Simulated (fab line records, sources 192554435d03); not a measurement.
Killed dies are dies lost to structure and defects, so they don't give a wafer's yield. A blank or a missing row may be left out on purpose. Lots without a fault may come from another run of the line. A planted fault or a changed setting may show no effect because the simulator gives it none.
Split-lot experiment | flow n5_finfet | 7 lots, 21 wafers read, on a route of 1938 steps

THE SPLIT
At N5_HKMG_FIN_ETCH_54 (etches SiARC in CF4, target depth 45.5 nm, time 75.8 s), the setting source_w was moved away from the recipe's 545 W on 7 of the 21 wafers read, by -17.6% to +15.0%. The other wafers ran this setting at the recipe's value.

The reading is taken at the split's own step.

THE READING
rf_vpp_V, in V, at N5_HKMG_FIN_ETCH_54 (etches SiARC in CF4, target depth 45.5 nm, time 75.8 s). Fault-free wafers of this fab line usually give 183.7 V, standard deviation 1.4 V.

wafer  | tool, chamber at the split | source_w as run, W | against the recipe | rf_vpp_V, V | against lot-mates on the recipe
L074.4 | rie_diel-06, 0             | 478.6              | -12.2%             | 190.8       | +7.7
L074.5 | rie_diel-06, 0             | 478.6              | -12.2%             | 190.4       | +7.3
L074.6 | rie_diel-06, 1             | 545                | recipe             | 183.1       | -
L075.2 | rie_diel-03, 1             | 545                | recipe             | 184.5       | -
L075.3 | rie_diel-03, 0             | 545                | recipe             | 184.0       | -
L075.6 | rie_diel-03, 0             | 624.3              | +14.6%             | 175.5       | -8.8
L076.3 | rie_diel-03, 2             | 545                | recipe             | 182.2       | -
L076.5 | rie_diel-03, 2             | 545                | recipe             | 181.9       | -
L076.6 | rie_diel-03, 1             | 545                | recipe             | 185.2       | -
L080.1 | rie_diel-05, 2             | 448.9              | -17.6%             | 194.7       | +12.4
L080.5 | rie_diel-05, 3             | 448.9              | -17.6%             | 195.3       | +13.0
L080.6 | rie_diel-05, 2             | 545                | recipe             | 182.3       | -
L085.3 | rie_diel-06, 2             | 545                | recipe             | 184.2       | -
L085.4 | rie_diel-06, 3             | 545                | recipe             | 182.7       | -
L085.5 | rie_diel-06, 0             | 626.7              | +15.0%             | 174.8       | -8.6
L086.1 | rie_diel-06, 0             | 545                | recipe             | 183.7       | -
L086.2 | rie_diel-06, 2             | 545                | recipe             | 183.2       | -
L086.5 | rie_diel-06, 2             | 545                | recipe             | 183.7       | -
L097.3 | rie_diel-03, 1             | 545                | recipe             | 184.9       | -
L097.5 | rie_diel-03, 1             | 545                | recipe             | 185.2       | -
L097.6 | rie_diel-03, 0             | 621.6              | +14.1%             | 176.3       | -8.8

THE FIT
A straight line over all 21 wafers: rf_vpp_V changes by -0.594 V for each +1% of source_w; r = -0.98; the points scatter about the line by 1 V.
The same after taking each lot's own level away (the mean of its wafers on the recipe; 21 wafers): -0.649 V for each +1%; r = -0.99; scatter 0.83 V.
On that fit, the largest move of source_w shifts the reading by 11 V.
The lots' own levels span 182.30 to 185.05 V, that is 2.0 times the standard deviation above.
So the lot-to-lot level changes the slope little: the two slopes agree.
Check: with one of the wafers moved furthest among these (-17.6%) left out of the fit, the line predicts +11.4 V for it against its lot-mates. It came out at +12.4 V against them.
Tool readings at the split's step, against how far the setting was moved: etch_rf_on_time_s r = -0.98; rf_vpp_V r = -0.98.

OTHER SPLITS ON THESE WAFERS
These wafers also went through other splits before the reading. Each is held against what the fit with the lots' levels taken away leaves over:
other split on the same wafers | wafers away from the commonest value | r with rf_vpp_V (lot level and that fit taken away)
N5_HKMG_FIN_PEB_47 peb_time_s  | 5                                    | -0.44

THE WHOLE CHAIN: every reading that the file lists as answering this split, in the file's order
step                | what it does                                           | reading           | change (the file's fit)              | r (the file's)
N5_HKMG_FIN_ETCH_54 | etches SiARC in CF4, target depth 45.5 nm, time 75.8 s | etch_rf_on_time_s | withheld for each +1% of the setting | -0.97
N5_HKMG_FIN_ETCH_54 | etches SiARC in CF4, target depth 45.5 nm, time 75.8 s | rf_vpp_V          | -0.635 V for each +1% of the setting | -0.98

THE FILE'S OWN FIT
rf_vpp_V changes by -0.635 V for each +1% of source_w, r = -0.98.
